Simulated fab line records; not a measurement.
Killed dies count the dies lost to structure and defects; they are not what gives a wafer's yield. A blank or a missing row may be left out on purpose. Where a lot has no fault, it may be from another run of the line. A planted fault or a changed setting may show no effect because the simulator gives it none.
fab line records ; flow nandHarc ; part 2 of 2: steps 30 to 41 of 41
record: lots: 5; wafers: 15; lastDay: 24
route steps=1159 shown A_ZERO_WELL@393 A_SOURCE_PLATE@413 A_ONON_D1@424
lots with no fault: from the same line, run without faults
startH: start of the lot's first displayed wafer, in hours after the record's first day ; waitH: time in hours since the lot's previous step ; " repeats the value in the row above ; L1.1+2: a row that stands for several wafers ; - no value, or no start was given ; * or withheld: withheld ; < > ~ a bound
route shown NAME@n: names a module that has steps shown in the file, with the first one's number in the route ; usual: mean/standard deviation taken from wafers without a fault ; same: alike in all rows ; chamber/n: place in a boat ; sites: readings site by site ; _std_site: standard deviation of those values ; _edge_site: mean of outer sites minus mean of inner sites ; radiusMm: how far each site lies from the wafer's centre ; mask NAME#n: copy n ; behind: the most recent tool/chamber to have shaped the wafer ; hold: why the lot was held/for how many hours/how that ended ; device: transistor that didn't switch, given as n, p or np ; end of line: tests of these same wafers at the route's end ; a step with no rows: only its recipe ; killed: at the first sort, the dies lost to defects and structure; wafer yield is something else ; map: a wafer's dies, marking killed ones x, the rest . and places with no die _
set.NAME: the run value of the setting; set.NAME@STEP: its run value at that earlier step ; model.NAME: the simulator's own value behind a step, which no gauge read
certain route steps with their lots: each step a table, each wafer a row
services: the hour from which a tool's chamber was out of use, counted from the record's first day as startH (under 0 if before that day), plus the number of hours and why
== steps ==
step: NHARC_A_ONON_D1_THK_MEAS_02
recipe: thkMeasGauge: ellipsometry
usual: thkNm: 1002/9
lot.wafer;tool;chamber;startH;waitH;thkNm
L083.3;filmMetro-02;-;210.27;-;1009
L083.4;filmMetro-02;-;210.27;-;1009
L083.6;filmMetro-02;-;210.27;-;1008
L084.4;filmMetro-02;-;221.90;-;995
L084.5;filmMetro-02;-;221.90;-;997
L084.6;filmMetro-02;-;221.90;-;996
L091.1;filmMetro-01;-;258.36;-;1014
L091.2;filmMetro-01;-;258.36;-;1012
L091.5;filmMetro-01;-;258.36;-;1013
L090.2;filmMetro-02;-;258.73;-;1001
L090.4;filmMetro-02;-;258.73;-;1003
L090.5;filmMetro-02;-;258.73;-;1001
L094.2;filmMetro-02;-;280.57;-;1000
L094.5;filmMetro-02;-;280.57;-;998
L094.6;filmMetro-02;-;280.57;-;999
step: NHARC_A_ONON_D1_DEP_03
recipe: targetThkA: 10000; n2FlowSccm: 2750; n2oFlowSccm: 2000; nh3FlowSccm: 500; sih4FlowSccm: 210; tempC: 400
lot.wafer;tool;chamber;startH;waitH
L083.3+4+6;pecvdOnon-02;0;210.44;0.2
L084.4+5+6;pecvdOnon-02;0;222.13;0.2
L091.1+2+5;pecvdOnon-03;0;258.42;0.1
L090.2+4+5;pecvdOnon-02;0;258.97;0.2
L094.2+5+6;pecvdOnon-02;0;280.69;0.1
step: NHARC_A_ONON_D1_THK_MEAS_05
recipe: thkMeasGauge: ellipsometry
usual: thkNm: 1002/7.2
lot.wafer;tool;chamber;startH;waitH;thkNm
L083.3;filmMetro-02;-;210.83;-;1006
L083.4;filmMetro-02;-;210.83;-;1009
L083.6;filmMetro-02;-;210.83;-;1009
L084.4;filmMetro-01;-;222.47;-;1009
L084.5;filmMetro-01;-;222.47;-;1010
L084.6;filmMetro-01;-;222.47;-;1009
L091.1;filmMetro-01;-;258.93;-;1004
L091.2;filmMetro-01;-;258.93;-;1006
L091.5;filmMetro-01;-;258.93;-;1005
L090.2;filmMetro-02;-;259.43;-;1006
L090.4;filmMetro-02;-;259.43;-;1007
L090.5;filmMetro-02;-;259.43;-;1006
L094.2;filmMetro-01;-;281.14;-;992
L094.5;filmMetro-01;-;281.14;-;991
L094.6;filmMetro-01;-;281.14;-;992
step: NHARC_A_ONON_D1_DEP_06
recipe: targetThkA: 10000; n2FlowSccm: 2750; n2oFlowSccm: 2000; nh3FlowSccm: 500; sih4FlowSccm: 210; tempC: 400
lot.wafer;tool;chamber;startH;waitH
L083.3+4+6;pecvdOnon-04;0;211.00;0.2
L084.4+5+6;pecvdOnon-04;0;222.70;0.2
L091.1+2+5;pecvdOnon-04;0;258.98;0.1
L090.2+4+5;pecvdOnon-03;0;259.54;0.1
L094.2+5+6;pecvdOnon-02;0;281.25;0.1
step: NHARC_A_ONON_D1_THK_MEAS_08
recipe: thkMeasGauge: ellipsometry
usual: thkNm: 999/11
lot.wafer;tool;chamber;startH;waitH;thkNm
L083.3;filmMetro-01;-;211.43;-;992
L083.4;filmMetro-01;-;211.43;-;995
L083.6;filmMetro-01;-;211.43;-;994
L084.4;filmMetro-01;-;223.04;-;1016
L084.5;filmMetro-01;-;223.04;-;1018
L084.6;filmMetro-01;-;223.04;-;1016
L091.1;filmMetro-01;-;259.50;-;1007
L091.2;filmMetro-01;-;259.50;-;1008
L091.5;filmMetro-01;-;259.50;-;1008
L090.2;filmMetro-01;-;260.00;-;982
L090.4;filmMetro-01;-;260.00;-;984
L090.5;filmMetro-01;-;260.00;-;983
L094.2;filmMetro-01;-;281.70;-;995
L094.5;filmMetro-01;-;281.70;-;996
L094.6;filmMetro-01;-;281.70;-;994
step: NHARC_A_ONON_D1_DEP_09
recipe: targetThkA: 10000; n2FlowSccm: 2750; n2oFlowSccm: 2000; nh3FlowSccm: 500; sih4FlowSccm: 210; tempC: 400
lot.wafer;tool;chamber;startH;waitH
L083.3+4+6;pecvdOnon-04;0;211.60;0.2
L084.4+5+6;pecvdOnon-03;0;223.26;0.2
L091.1+2+5;pecvdOnon-02;0;259.62;0.1
L090.2+4+5;pecvdOnon-04;0;260.11;0.1
L094.2+5+6;pecvdOnon-02;0;281.81;0.1
step: NHARC_A_ONON_D1_THK_MEAS_11
recipe: thkMeasGauge: ellipsometry
usual: thkNm: 1005/8.4
lot.wafer;tool;chamber;startH;waitH;thkNm
L083.3;filmMetro-01;-;212.02;-;1010
L083.4;filmMetro-01;-;212.02;-;1005
L083.6;filmMetro-01;-;212.02;-;1010
L084.4;filmMetro-02;-;223.60;-;1018
L084.5;filmMetro-02;-;223.60;-;1017
L084.6;filmMetro-02;-;223.60;-;1019
L091.1;filmMetro-02;-;260.13;-;993
L091.2;filmMetro-02;-;260.13;-;991
L091.5;filmMetro-02;-;260.13;-;990
L090.2;filmMetro-01;-;260.56;-;1014
L090.4;filmMetro-01;-;260.56;-;1017
L090.5;filmMetro-01;-;260.56;-;1016
L094.2;filmMetro-01;-;282.29;-;1001
L094.5;filmMetro-01;-;282.29;-;1001
L094.6;filmMetro-01;-;282.29;-;999
step: NHARC_A_ONON_D1_DEP_12
recipe: targetThkA: 10000; n2FlowSccm: 2750; n2oFlowSccm: 2000; nh3FlowSccm: 500; sih4FlowSccm: 210; tempC: 400
lot.wafer;tool;chamber;startH;waitH
L083.3+4+6;pecvdOnon-03;0;212.19;0.2
L084.4+5+6;pecvdOnon-02;0;223.83;0.2
L091.1+2+5;pecvdOnon-03;0;260.19;0.1
L090.2+4+5;pecvdOnon-02;0;260.73;0.2
L094.2+5+6;pecvdOnon-02;0;282.40;0.1
step: NHARC_A_ONON_D1_THK_MEAS_14
recipe: thkMeasGauge: ellipsometry
usual: thkNm: 1002/7.9
lot.wafer;tool;chamber;startH;waitH;thkNm
L083.3;filmMetro-01;-;212.58;-;1009
L083.4;filmMetro-01;-;212.58;-;1006
L083.6;filmMetro-01;-;212.58;-;1008
L084.4;filmMetro-01;-;224.17;-;1011
L084.5;filmMetro-01;-;224.17;-;1011
L084.6;filmMetro-01;-;224.17;-;1010
L091.1;filmMetro-02;-;260.70;-;1002
L091.2;filmMetro-02;-;260.70;-;1001
L091.5;filmMetro-02;-;260.70;-;999
L090.2;filmMetro-02;-;261.21;-;989
L090.4;filmMetro-02;-;261.21;-;988
L090.5;filmMetro-02;-;261.21;-;989
L094.2;filmMetro-02;-;282.85;-;1002
L094.5;filmMetro-02;-;282.85;-;1003
L094.6;filmMetro-02;-;282.85;-;1002
step: NHARC_A_ONON_D1_ANNEAL_15
recipe: tempC: 750; timeS: 3600
usual: spikeTcLowerC: 750.5/1.3; tubeCenterTempC: 750.01/0.064; zonePowerLowerPct: 11.09/0.11
lot.wafer;tool;chamber;startH;waitH;spikeTcLowerC;tubeCenterTempC;zonePowerLowerPct
L083.3;furnace-07;0;215.93;3.3;753.4;749.96;11.05
L083.4;furnace-07;0;215.93;3.3;752.7;749.93;10.99
L083.6;furnace-07;0;215.93;3.3;751.8;749.95;11.22
L084.4;furnace-06;0;227.49;3.3;750.7;749.91;10.84
L084.5;furnace-06;0;227.49;3.3;748.5;749.93;11.13
L084.6;furnace-06;0;227.49;3.3;748.1;750.04;11.01
L090.2;furnace-06;0;263.42;2.2;751.6;749.94;11.14
L090.4;furnace-06;0;263.42;2.2;749.4;750.05;10.85
L090.5;furnace-06;0;263.42;2.2;750.1;750;10.89
L091.1;furnace-06;0;263.42;2.7;748.8;750.06;11.13
L091.2;furnace-06;0;263.42;2.7;751.5;750.04;10.95
L091.5;furnace-06;0;263.42;2.7;749.8;749.99;11.02
L094.2;furnace-06;0;285.51;2.7;750.9;749.95;11.00
L094.5;furnace-06;0;285.51;2.7;749.8;749.98;11.01
L094.6;furnace-06;0;285.51;2.7;751.1;750.09;11.22
step: NHARC_A_ONON_D1_DEP_16
recipe: targetThkA: 10000; n2FlowSccm: 2750; n2oFlowSccm: 2000; nh3FlowSccm: 500; sih4FlowSccm: 210; tempC: 400
lot.wafer;tool;chamber;startH;waitH
L083.3+4+6;pecvdOnon-04;0;219.89;0.2
L084.4+5+6;pecvdOnon-03;0;231.59;0.2
L091.1+2+5;pecvdOnon-03;0;267.31;0.1
L090.2+4+5;pecvdOnon-03;0;267.72;0.5
L094.2+5+6;pecvdOnon-02;0;289.58;0.2
step: NHARC_A_ONON_D1_THK_MEAS_18
recipe: thkMeasGauge: ellipsometry
usual: thkNm: 1001/8.7
lot.wafer;tool;chamber;startH;waitH;thkNm
L083.3;filmMetro-02;-;220.28;-;1007
L083.4;filmMetro-02;-;220.28;-;1008
L083.6;filmMetro-02;-;220.28;-;1007
L084.4;filmMetro-02;-;231.92;-;999
L084.5;filmMetro-02;-;231.92;-;999
L084.6;filmMetro-02;-;231.92;-;1001
L091.1;filmMetro-01;-;267.82;-;985
L091.2;filmMetro-01;-;267.82;-;986
L091.5;filmMetro-01;-;267.82;-;985
L090.2;filmMetro-02;-;268.17;-;996
L090.4;filmMetro-02;-;268.17;-;996
L090.5;filmMetro-02;-;268.17;-;996
L094.2;filmMetro-01;-;290.03;-;992
L094.5;filmMetro-01;-;290.03;-;994
L094.6;filmMetro-01;-;290.03;-;992
== services ==
tool;chamber;startH;hours;kind
wetBench-04;-;163.20;8.0;pm
krfScanner-03;-;168.00;4.0;pm
rieSi-06;-;183.00;9.0;pm
lithoTrack-07;-;189.00;7.0;pm
krfScanner-03;-;196.63;1.4;repair
rieDiel-12;2;197.12;15.8;repair
furnace-06;-;198.00;26.0;pm
rieDiel-12;-;202.40;9.0;pm
rieSi-06;0;209.87;3.7;repair
krfScanner-04;-;211.44;10.3;repair
wetBench-01;-;213.60;8.0;pm
pvdSputter-02;-;214.00;10.0;pm
wetBench-06;-;224.04;2.5;repair
krfScanner-03;-;226.32;1.1;repair
implanter-01;-;235.08;1.1;repair
lithoTrack-05;-;237.00;7.0;pm
pecvdOnon-04;-;237.34;13.0;pm
krfScanner-03;-;245.17;0.2;repair
implanter-02;-;261.57;1.1;repair
implanter-01;-;266.00;13.0;pm
wetBench-09;-;267.05;3.5;repair
krfScanner-04;-;271.11;1.6;repair
krfScanner-04;-;281.55;0.2;repair
rieDiel-12;3;282.83;4.1;repair
